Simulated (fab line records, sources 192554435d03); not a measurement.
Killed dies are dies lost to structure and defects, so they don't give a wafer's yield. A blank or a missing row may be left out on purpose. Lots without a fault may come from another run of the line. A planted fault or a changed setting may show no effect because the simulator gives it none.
Which tool did it? | flow n5_finfet | 8 lots, 24 wafers sampled, at 6 steps of a route of 1938

WHAT THE GAUGES READ, wafer by wafer
N5_SPACER0_INSPECT_04: inspects for defects (darkfield). Usual: raw_defect_count 128, standard deviation 30.
lot  | measured    | on                | raw_defect_count | flag
L235 | day 3 05:25 | defect_inspect-02 | 146 190 143      |
L238 | day 3 22:55 | defect_inspect-01 | 80 156 93        |
L239 | day 4 06:15 | defect_inspect-02 | 133 148 140      |
L249 | day 6 20:12 | defect_inspect-01 | 180 138 196      |
L252 | day 7 11:19 | defect_inspect-01 | 89 124 118       |
L254 | day 7 23:41 | defect_inspect-02 | 125 111 127      |
L256 | day 8 14:05 | defect_inspect-02 | 114 128 131      |
L257 | day 8 18:13 | defect_inspect-01 | 77 96 70         |

N5_BEOL_M4_RC_MEAS_101. Usual: DIBL_N 36.5 mV/V, standard deviation 1.4; DIBL_P 36.9 mV/V, standard deviation 1.7; IOFF_N 0.163 nA/um, standard deviation 0.023; IOFF_P 0.22 nA/um, standard deviation 0.032; ION_N 673 uA/um, standard deviation 9; ION_P 462 uA/um, standard deviation 7.5; SS_N 71.6 mV/dec, standard deviation 0.54; SS_P 73.4 mV/dec, standard deviation 0.62; VT_N 249.8 mV, standard deviation 2.8; VT_P -250 mV, standard deviation 3.5.
lot  | measured     | on        | DIBL_N (mV/V)  | DIBL_P (mV/V)  | IOFF_N (nA/um)    | IOFF_P (nA/um) | ION_N (uA/um) | ION_P (uA/um) | SS_N (mV/dec)  | SS_P (mV/dec)  | VT_N (mV)         | VT_P (mV)      | flag
L235 | day 7 23:18  | prober-01 | 35.0 37.3 36.1 | 35.9 38.7 37.2 | 0.143 0.184 0.163 | 0.21 0.26 0.23 | 657 680 663   | 457 468 460   | 71.2 71.9 72.0 | 73.6 74.2 73.8 | 253.3 247.2 250.5 | -248 -245 -249 |
L249 | day 11 10:32 | prober-01 | 37.3 38.3 36.1 | 38.5 39.0 36.6 | 0.196 0.204 0.161 | 0.24 0.25 0.22 | 682 694 687   | 462 464 469   | 71.8 71.9 70.9 | 74.2 74.2 74.0 | 245.1 244.8 248.7 | -249 -248 -249 |
L252 | day 12 16:38 | prober-01 | 37.0 38.6 38.9 | 38.6 40.0 39.9 | 0.158 0.175 0.186 | 0.21 0.22 0.23 | 673 676 676   | 466 457 459   | 71.4 72.2 72.4 | 73.5 73.9 74.1 | 249.6 251.9 250.7 | -250 -253 -251 |
L254 | day 12 18:17 | prober-02 | 37.8 35.1 34.4 | 39.6 36.1 35.9 | 0.191 0.142 0.128 | 0.22 0.17 0.17 | 679 671 656   | 457 448 454   | 71.9 71.0 70.8 | 74.2 73.7 73.8 | 247.5 251.1 255.7 | -252 -258 -254 |
L256 | day 13 21:52 | prober-02 | 37.4 35.0 37.4 | 36.8 33.4 36.2 | 0.154 0.117 0.156 | 0.21 0.16 0.20 | 669 668 664   | 464 456 455   | 71.8 71.4 71.9 | 73.0 72.8 73.4 | 251.2 254.7 252.8 | -249 -253 -249 |
L257 | day 13 15:49 | prober-02 | 37.3 38.3 37.7 | 36.0 37.0 35.6 | 0.184 0.213 0.183 | 0.25 0.29 0.25 | 675 673 673   | 464 460 462   | 71.8 71.7 72.7 | 73.7 74.9 74.1 | 246.7 245.4 249.9 | -246 -246 -247 |

WHICH TOOL RAN EACH LOT (tool, then ch and the chambers of the sampled wafers, then the start)
lot  | N5_SD_EPI_N_STRIP_38                | N5_SD_EPI_P_ETCH_36               | N5_SD_EPI_P_ETCH_37               | N5_SD_EPI_P_SD_RECESS_17
L235 | plasma_asher-02 ch 0,1, day 3 06:41 | rie_diel-06 ch 0,2,3, day 3 10:25 | rie_diel-06 ch 0,2,3, day 3 10:28 | rie_si-01 ch 0,1,2, day 3 11:04
L238 | plasma_asher-01 ch 0,1, day 4 00:13 | rie_diel-06 ch 0,2,3, day 4 03:55 | rie_diel-06 ch 0,2,3, day 4 03:58 | rie_si-01 ch 0,1,2, day 4 04:34
L239 | plasma_asher-02 ch 0,1, day 4 07:24 | rie_diel-06 ch 1,2,3, day 4 11:14 | rie_diel-06 ch 1,2,3, day 4 11:17 | rie_si-03 ch 0,1,3, day 4 11:53
L249 | plasma_asher-01 ch 0,1, day 6 21:22 | rie_diel-06 ch 0,1,2, day 7 01:24 | rie_diel-06 ch 0,1,2, day 7 01:28 | rie_si-04 ch 0,1,3, day 7 02:03
L252 | plasma_asher-01 ch 0,1, day 7 12:56 | rie_diel-06 ch 2,3, day 7 16:38   | rie_diel-06 ch 2,3, day 7 16:41   | rie_si-03 ch 0,1,3, day 7 17:17
L254 | plasma_asher-01 ch 0,1, day 8 00:59 | rie_diel-01 ch 1,2,3, day 8 05:04 | rie_diel-01 ch 1,2,3, day 8 05:07 | rie_si-03 ch 0,1,3, day 8 05:43
L256 | plasma_asher-02 ch 0,1, day 8 15:57 | rie_diel-06 ch 0,1,3, day 8 19:40 | rie_diel-06 ch 0,1,3, day 8 19:43 | rie_si-01 ch 0,1, day 8 20:19
L257 | plasma_asher-01 ch 0,1, day 8 19:29 | rie_diel-06 ch 0,1, day 8 23:14   | rie_diel-06 ch 0,1, day 8 23:17   | rie_si-03 ch 0,1, day 8 23:53
- N5_SD_EPI_N_STRIP_38: strips in N2/H2.
- N5_SD_EPI_P_ETCH_36: etches SiARC in CF4, target depth 45.5 nm, time 75.8 s.
- N5_SD_EPI_P_ETCH_37: etches SOC in N2/H2, overetch 108 nm, time 486 s.
- N5_SD_EPI_P_SD_RECESS_17: chemistry HBr/Cl2/O2, target depth 39.1 nm, bt time 3 s.

WHAT THE TOOLS THEMSELVES READ (means of the sampled wafers that have a number; where no wafer has one, the mark that the record gives instead)
N5_SD_EPI_N_STRIP_38. Usual: drypump_motor_current_A 5.57 A, standard deviation 0.18; heater_power_w 348 W, standard deviation 29; oes_product_au 0.761 a.u., standard deviation 0.01.
lot  | tool            | drypump_motor_current_A (A) | heater_power_w (W) | oes_product_au (a.u.) | flag
L235 | plasma_asher-02 | 5.49                        | 335                | 0.757                 |
L238 | plasma_asher-01 | 5.52                        | 346                | 0.769                 |
L239 | plasma_asher-02 | 5.49                        | 340                | 0.760                 |
L249 | plasma_asher-01 | 5.64                        | 364                | 0.762                 |
L252 | plasma_asher-01 | 5.63                        | 368                | 0.756                 |
L254 | plasma_asher-01 | 5.65                        | 367                | 0.756                 |
L256 | plasma_asher-02 | 5.61                        | 339                | 0.774                 |
L257 | plasma_asher-01 | 5.62                        | 368                | 0.757                 |

N5_SD_EPI_P_ETCH_36. Usual: bias_w 36.00 W, standard deviation 0.12; cf4_flow_sccm 100.0 sccm, standard deviation 0.33; drypump_motor_current_A 5.4 A, standard deviation 0.48; etch_rf_on_time_s 75.9 s, standard deviation 1.2; mfc_ar_sccm 100.01 sccm, standard deviation 0.3; oes_product_au 0.65 a.u., standard deviation 0.041; rf_vpp_V 183.6 V, standard deviation 1.1; showerhead_plenum_p_Torr 2.10 Torr, standard deviation 0.069; throttle_valve_pct 15.58 %, standard deviation 0.18.
lot  | tool        | bias_w (W) | cf4_flow_sccm (sccm) | drypump_motor_current_A (A) | etch_rf_on_time_s (s) | mfc_ar_sccm (sccm) | oes_product_au (a.u.) | rf_vpp_V (V) | showerhead_plenum_p_Torr (Torr) | throttle_valve_pct (%) | flag
L235 | rie_diel-06 | 36.02      | 99.9                 | 5.4                         | 76.8                  | 100.01             | 0.63                  | 184.5        | 2.09                            | 15.64                  |
L238 | rie_diel-06 | -          | -                    | -                           | -                     | -                  | -                     | -            | -                               | -                      | OFF
L239 | rie_diel-06 | -          | -                    | -                           | -                     | -                  | -                     | -            | -                               | -                      | OFF
L249 | rie_diel-06 | 35.90      | 100.3                | 5.1                         | 76.4                  | 100.19             | 0.64                  | 182.9        | 2.09                            | 15.72                  |
L252 | rie_diel-06 | 36.04      | 100.1                | 5.3                         | 76.0                  | 100.19             | 0.60                  | 183.5        | 2.04                            | 15.59                  |
L254 | rie_diel-01 | 35.99      | 99.8                 | 5.6                         | 75.7                  | 99.73              | 0.61                  | 183.4        | 2.16                            | 15.69                  |
L256 | rie_diel-06 | 35.96      | 99.8                 | 5.3                         | 77.2                  | 99.87              | 0.62                  | 182.4        | 2.08                            | 15.71                  |
L257 | rie_diel-06 | 35.92      | 99.6                 | 5.3                         | 77.6                  | 99.87              | 0.63                  | 183.0        | 2.11                            | 15.83                  |

N5_SD_EPI_P_ETCH_37. Usual: bias_w 133.0 W, standard deviation 0.4; chamber_pressure_mTorr 20.001 mTorr, standard deviation 0.019; drypump_motor_current_A 5.4 A, standard deviation 0.48; oes_product_au 0.68 a.u., standard deviation 0.041; rf_vpp_V 240.0 V, standard deviation 1.5; showerhead_plenum_p_Torr 2.49 Torr, standard deviation 0.086; throttle_valve_pct 23.82 %, standard deviation 0.24.
lot  | tool        | bias_w (W) | chamber_pressure_mTorr (mTorr) | drypump_motor_current_A (A) | oes_product_au (a.u.) | rf_vpp_V (V) | showerhead_plenum_p_Torr (Torr) | throttle_valve_pct (%) | flag
L235 | rie_diel-06 | 133.0      | 19.995                         | 5.4                         | 0.67                  | 239.6        | 2.47                            | 23.95                  |
L238 | rie_diel-06 | 132.9      | 20.014                         | 5.4                         | 0.28                  | 240.7        | 2.47                            | 23.79                  | OFF
L239 | rie_diel-06 | 132.7      | 20.024                         | 5.2                         | 0.29                  | 239.4        | 2.44                            | 23.57                  | OFF
L249 | rie_diel-06 | 133.1      | 20.015                         | 5.2                         | 0.68                  | 239.9        | 2.47                            | 23.91                  |
L252 | rie_diel-06 | 133.0      | 20.004                         | 5.4                         | 0.63                  | 239.7        | 2.42                            | 23.85                  |
L254 | rie_diel-01 | 132.9      | 19.989                         | 5.6                         | 0.64                  | 240.3        | 2.55                            | 23.89                  |
L256 | rie_diel-06 | 133.1      | 19.968                         | 5.4                         | 0.65                  | 239.0        | 2.46                            | 23.99                  |
L257 | rie_diel-06 | 133.0      | 19.988                         | 5.3                         | 0.66                  | 240.5        | 2.51                            | 24.14                  |

N5_SD_EPI_P_SD_RECESS_17. Usual: HBr_flow_sccm 150.0 sccm, standard deviation 0.43; drypump_motor_current_A 5.7 A, standard deviation 0.35; oes_product_au 0.998 a.u., standard deviation 0.016; throttle_valve_pct 37.09 %, standard deviation 0.2.
lot  | tool      | HBr_flow_sccm (sccm) | drypump_motor_current_A (A) | oes_product_au (a.u.) | throttle_valve_pct (%) | flag
L235 | rie_si-01 | 150.2                | 5.6                         | 0.987                 | 37.17                  |
L238 | rie_si-01 | 149.8                | 5.7                         | 0.986                 | 37.16                  |
L239 | rie_si-03 | 149.9                | 5.6                         | 1.002                 | 37.07                  |
L249 | rie_si-04 | 149.7                | 6.0                         | 1.007                 | 37.11                  |
L252 | rie_si-03 | 150.4                | 5.6                         | 1.005                 | 37.07                  |
L254 | rie_si-03 | 149.8                | 5.7                         | 1.000                 | 37.07                  |
L256 | rie_si-01 | 150.5                | 5.9                         | 0.988                 | 37.07                  |
L257 | rie_si-03 | 149.8                | 5.5                         | 0.997                 | 36.99                  |

THE ANSWER, worked out from the rows above alone
Rule: a lot is off if the mean of its wafers that have a number lies more than 3 standard deviations from the usual mean. A lot without any number at a reading at which 4 lots or more have one is off too. The other lots that the step has rows for count as sound. The gauges are gone through in route order, then the tools' own readings, and for those a lot's mean is taken as printed above. The first step at which some lot is off is used, and at that step the reading that is off furthest; a lot without a number counts as furthest.
Off: L238, L239, at N5_SD_EPI_P_ETCH_36 (bias_w). Without a number there: L238, L239.
A tool fits if, at that step or a process step before it, it ran every lot that is off, and no sound lot after the first of them. None of those tried fits.

WHAT THE SIMULATOR HAD PUT IN
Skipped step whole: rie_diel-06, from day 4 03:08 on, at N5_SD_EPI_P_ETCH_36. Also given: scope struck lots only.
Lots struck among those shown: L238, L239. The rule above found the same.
